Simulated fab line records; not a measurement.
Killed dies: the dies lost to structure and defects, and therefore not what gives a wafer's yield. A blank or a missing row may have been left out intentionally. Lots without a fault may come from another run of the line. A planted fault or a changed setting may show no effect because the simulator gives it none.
Problem report in the 8D (eight disciplines) form, filled by code ; flow nand harc ; the parts of the form that need people (team, actions taken, sign-off) are left out

## 1. WHAT WENT WRONG
Mean of killed dies at NHARC_END_SORT_01: 162 across 3 wafers in 2 lots; on wafers with no fault it is 57 (standard deviation 16). Relative to the usual mean, that is a shift of +6.6 standard deviations.
Seen first at day 28 13:28 on prober-01, wafer L868.3. At this step, 6 wafers from 2 lots have a number in the record. The rule behind "out" and "out of limits": a value lying over 4 standard deviations away from the usual mean. All remaining wafers that have a number are taken as sound.

## 2. WHAT IT IS; WHAT IT IS NOT
question;is;is not
which readings at this step;killed dies, killed at array;killed at other, killed at periphery, killed open, killed short
which lots;L868, L870;-
which wafers of those lots;L868.3, L868.6, L870.6;L868.2, L870.2, L870.5
read on which gauges;prober-01;-
when;from day 28 13:28;"up to then (1 sound wafer); but 2 sound wafers of L870 came after"

## 3. SUSPECTS, AND WHAT RULES EACH OUT
Counting: a tool at a process step up to the reading stays a suspect if it ran every lot that is out. Sound lots after the first of them don't rule it out here, since some wafers of a struck lot are sound.
- the gauge at NHARC_END_SORT_01 is ruled out. All the wafers that are out were read on prober-01, but those of them that NHARC_A_SGD_CUT_ETCH_58 has rows for are out there too, on other tools.
- cmp-04 at NHARC_A_STAIRCASE_CMP_152 (polishes): kept. It ran every lot that is out, first L868 (day 23 00:34).
- rie diel-06 at NHARC_A_SGD_CUT_ETCH_58 (etches the open film in CF4, target depth 39 nm, time 65 s): kept. It ran every lot that is out, first L868 (day 23 03:20). On those wafers its own readings are out: run length s.
Left after counting: cmp-04 at NHARC_A_STAIRCASE_CMP_152, rie diel-06 at NHARC_A_SGD_CUT_ETCH_58.

## 4. THE CAUSE (what the simulator had put in)
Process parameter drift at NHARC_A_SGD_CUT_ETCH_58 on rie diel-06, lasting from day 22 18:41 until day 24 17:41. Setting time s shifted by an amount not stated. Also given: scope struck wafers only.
This tool is one of the 2 suspects left after counting.

## 5. SEQUENCE OF EFFECTS, ordered by route
Each row: a reading whose mean over the struck wafers that have a number lies more than 3 standard deviations from the usual. Scope: only readings with a usual standard deviation given in the record; hours: median across lots of the time from each lot's start at the first step in this table that gives one to its start at this step; sigmas: change in usual standard deviations.
hours;step;reading;usual;on struck wafers;change;sigmas
0;NHARC_A_SGD_CUT_ETCH_58;run length s;86.2 s;69.3;-16.9;-40
129;NHARC_END_SORT_01;killed at array;52;156;+104;+6.5
129;NHARC_END_SORT_01;killed dies;57;162;+105;+6.6
Here are the process steps it includes:
- NHARC_A_SGD_CUT_ETCH_58: etches the open film in CF4, target depth 39 nm, time 65 s.

## 6. WHAT WOULD HAVE CAUGHT IT SOONER
Counted from the fault's start at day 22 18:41, it took 139 hours until the first out-of-limits reading at a measuring or inspecting step in this record, taken at day 28 13:28.
The tool's own readings at NHARC_A_SGD_CUT_ETCH_58 were out on every struck wafer that the step has a row for (run length s): an alarm limit on them would have fired on the first of those.
All the lots that are out (2) had begun NHARC_A_SGD_CUT_ETCH_58 on rie diel-06 by day 28 13:28. Holding the tool at that point would not have protected any of them.
